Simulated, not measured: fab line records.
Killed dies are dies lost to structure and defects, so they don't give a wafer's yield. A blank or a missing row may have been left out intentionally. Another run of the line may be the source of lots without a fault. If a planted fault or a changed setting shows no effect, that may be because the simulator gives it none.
Comparing a struck lot with a sound one | flow n5-finfet | 14 steps out of a route of 1938
Sound: wafers L769.1, L769.4, L769.6. Struck: wafer L781.5 (left out: L781.4, a lot-mate that was not struck); the cause follows at the end.
At each step with rows: each side's tool, then ch and its chambers, then its first start. Under that, the readings that differ: sound wafers | struck wafers | difference of the means | sigmas: that difference in standard deviations of wafers without a fault.
alike: readings with means less than 2 such deviations apart, plus words and numbers identical on both sides. not compared: withheld readings, readings lacking a value on some wafer, bounds such as >300 that could conceal the same value, and numbers that have no deviation in the record and whose values overlap.
A row with sigmas, a row that says differs or no value, or rows on one side alone: a step with any of these is where the two part. Numbers that don't overlap but have no deviation are shown without sigmas and don't part them. A reading missing from all wafers of one side parts the sides only when that side holds two or more wafers.

first, 3 steps without rows for these wafers: N5_BEOL_M6_EXPOSE_25 (exposes mask V5, target cd 40 nm); N5_BEOL_M6_PEB_26 (peb time 60 s); N5_BEOL_M6_DEVELOP_27 (develop time 30 s).
N5_BEOL_M6_CD_MEAS_28: target cd 40 nm.
  sound on cd-sem-01 ch 0, day 10 23:58; struck on cd-sem-03 ch 0, day 13 22:12
  alike: cd-nm
N5_BEOL_M6_OVL_MEAS_29:
  sound on overlay-01 ch 0, day 11 00:00; struck on overlay-01 ch 0, day 13 22:14
  alike: V5_OVL
N5_BEOL_M6_INSPECT_30: inspects for defects (brightfield).
  sound: defect-inspect-02 at day 11 00:04; struck: defect-inspect-02 at day 13 22:17
  alike: raw-defect-count
N5_BEOL_M6_DESCUM_33: chemistry O2, time 7 s.
  sound on rie-diel-03 ch 0,1, day 11 00:06; struck on rie-diel-03 ch 1, day 13 22:22
  alike: bias-power-w, drypump-motor-current-A, o2-flow-sccm, oes-product-au, rf-vpp-V, showerhead-plenum-p-Torr, throttle-valve-pct
  not compared: rf-hours-counter-h
N5_BEOL_M6_ETCH_72: etches underlayer in N2/H2, target depth 6.5 nm, time 5.2 s.
  sound on rie-diel-03 ch 0,1, day 11 00:08; struck on rie-diel-03 ch 1, day 13 22:24
  alike: drypump-motor-current-A, etch-rf-on-time-s, oes-product-au, rf-vpp-V, showerhead-plenum-p-Torr, throttle-valve-pct
  not compared: rf-hours-counter-h
N5_BEOL_M6_ETCH_65: etches SiARC in CF4, target depth 15.6 nm, time 26 s.
  sound on rie-diel-03 ch 0,1, day 11 00:09; struck on rie-diel-03 ch 1, day 13 22:25
  alike: drypump-motor-current-A, etch-rf-on-time-s, oes-product-au, rf-vpp-V, showerhead-plenum-p-Torr, throttle-valve-pct
  not compared: rf-hours-counter-h
N5_BEOL_M6_ETCH_66: etches SOC in N2/H2, target depth 80 nm, overetch 16 nm, time 120 s.
  sound on rie-diel-03 ch 0,1, day 11 00:11; struck on rie-diel-03 ch 1, day 13 22:27
  alike: drypump-motor-current-A, oes-product-au, rf-vpp-V, run-length-s, showerhead-plenum-p-Torr, throttle-valve-pct
  not compared: rf-hours-counter-h
then, 2 steps without rows for these wafers: N5_BEOL_M6_STRIP_69 (strips in N2/H2); N5_BEOL_M6_STRIP_73 (strips in N2/H2).
N5_BEOL_M6_VIA_ETCH_34: etches SiCOH lowk in C4F6/O2, target depth 126.3 nm, time 50.9 s.
  sound on rie-diel-03 ch 0,1, day 11 00:17; struck on rie-diel-03 ch 1, day 13 22:33
  reading                                  | sound             | struck | difference | sigmas
  run-length-s (s)                         | 74.0 74.3 74.5    | 77.5   | +3.2       | +9
  model.etch.depth-nm (nm)                 | 122.5 124.9 122.4 | 129.1  | +5.8       |
  model.SOC_of_BEOL_M6_COAT_63.thk-nm (nm) | 54.6 54.2 54.4    | 53.8   | -0.6       |
  alike: drypump-motor-current-A, oes-product-au, rf-vpp-V, showerhead-plenum-p-Torr, throttle-valve-pct
  not compared: rf-hours-counter-h
then, 1 step without rows for these wafers: N5_BEOL_M6_STRIP_76 (strips in C4F6/O2).

WHERE THEY PART
Only at N5_BEOL_M6_VIA_ETCH_34, as far as this record shows.

WHY: what had been put in by the simulator
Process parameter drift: rie-diel-03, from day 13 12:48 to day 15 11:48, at N5_BEOL_M6_VIA_ETCH_34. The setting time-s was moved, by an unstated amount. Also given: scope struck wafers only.
